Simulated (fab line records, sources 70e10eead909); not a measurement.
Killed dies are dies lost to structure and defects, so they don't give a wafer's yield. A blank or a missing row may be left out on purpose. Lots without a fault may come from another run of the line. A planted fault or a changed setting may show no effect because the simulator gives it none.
A struck lot beside a sound one | flow nand_harc | 14 steps out of a route of 1159
Sound: wafers L984.3, L984.4, L984.6. Struck: wafer L994.3. (L994.2, L994.6 of the same lot were not struck and are left out.) The cause comes at the end.
At each step with rows: each side's tool, then ch and its chambers, then its first start. Under that, the readings that differ: sound wafers | struck wafers | difference of the means | sigmas: that difference in standard deviations of wafers without a fault.
alike: readings whose means differ by less than 2 such deviations, and words and numbers that are the same on both sides. not compared: withheld readings, readings that some wafer has no value for, bounds like >300 that may hide the same value, and numbers for which the record gives no deviation and whose values overlap.
The two part at a step that has a row with sigmas, a row that says differs or no value, or rows on one side only. Numbers that don't overlap but have no deviation are shown without sigmas and don't part them. A reading that every wafer of one side lacks parts them only if that side has two wafers or more.

first, 9 steps without rows for these wafers: NHARC_A_STAIRCASE_DEHYDRATE_01 (time 120 s); NHARC_A_STAIRCASE_HMDS_02 (time 30 s); NHARC_A_STAIRCASE_COAT_03; NHARC_A_STAIRCASE_SOFTBAKE_04 (time 170 s); NHARC_A_STAIRCASE_EBR_05; NHARC_A_STAIRCASE_EXPOSE_06 (exposes mask STAIR); NHARC_A_STAIRCASE_PEB_07 (peb time 130 s); NHARC_A_STAIRCASE_DEVELOP_08 (time 140 s); NHARC_A_STAIRCASE_HARDBAKE_10 (time 140 s).
NHARC_A_STAIRCASE_DESCUM_11: chemistry O2, time 3 s.
  sound on rie_diel-02 ch 0,1, day 11 01:48; struck on rie_diel-11 ch 1, day 14 11:17
  alike: drypump_motor_current_A, oes_product_au, rf_vpp_V, showerhead_plenum_p_Torr, throttle_valve_pct
  not compared: rf_hours_counter_h
NHARC_A_STAIRCASE_TRIM_12: chemistry O2, time 211.2 s.
  sound on rie_diel-02 ch 0,1, day 11 01:56; struck on rie_diel-11 ch 3, day 14 11:22
  alike: drypump_motor_current_A, oes_product_au, rf_vpp_V, showerhead_plenum_p_Torr, throttle_valve_pct
  not compared: rf_hours_counter_h
NHARC_A_STAIRCASE_ETCH_13: etches the open film in C4F8/O2, target depth 100 nm, time 40.5 s.
  sound on rie_diel-02 ch 1,3, day 11 02:05; struck on rie_diel-11 ch 0, day 14 11:32
  reading               | sound             | struck | difference | sigmas
  oes_product_au (a.u.) | 0.948 0.933 0.933 | 0.776  | -0.162     | -14
  rf_vpp_V (V)          | 887 888 885       | 898    | +11        | +3
  not compared: rf_hours_counter_h
NHARC_A_STAIRCASE_TRIM_14: chemistry O2, time 211.2 s.
  sound on rie_diel-02 ch 1,3; struck on rie_diel-11 ch 2
  reading                         | sound          | struck | difference | sigmas
  showerhead_plenum_p_Torr (Torr) | 3.28 3.28 3.28 | 3.67   | +0.39      | +3
  alike: drypump_motor_current_A, oes_product_au, rf_vpp_V, throttle_valve_pct
  not compared: rf_hours_counter_h
-- the record jumps here: 8 days lie between the struck wafers' starts before and after (it left off in module A_STAIRCASE and takes up again in module END, whose first step shown is number 1159 of the route) --
NHARC_END_SORT_01:
  sound on prober-01 ch 0, day 20 02:40; struck on prober-01 ch 0, day 22 23:25
  reading         | sound    | struck                   | difference                   | sigmas
  hold            | - - -    | await_dispo/2.7h/release | no value on the sound wafers |
  killed_at_array | 36 26 23 | 649                      | +621                         | +56
  killed_dies     | 41 30 25 | 650                      | +618                         | +52
  alike: killed_at_other, killed_at_periphery, killed_open, killed_short

WHERE THEY PART
First at NHARC_A_STAIRCASE_ETCH_13; last, within this record, at NHARC_END_SORT_01.

WHY: what the simulator had put in
Process parameter drift: rie_diel-11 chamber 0, from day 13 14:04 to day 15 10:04, at NHARC_A_STAIRCASE_ETCH_13. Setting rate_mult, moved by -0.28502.
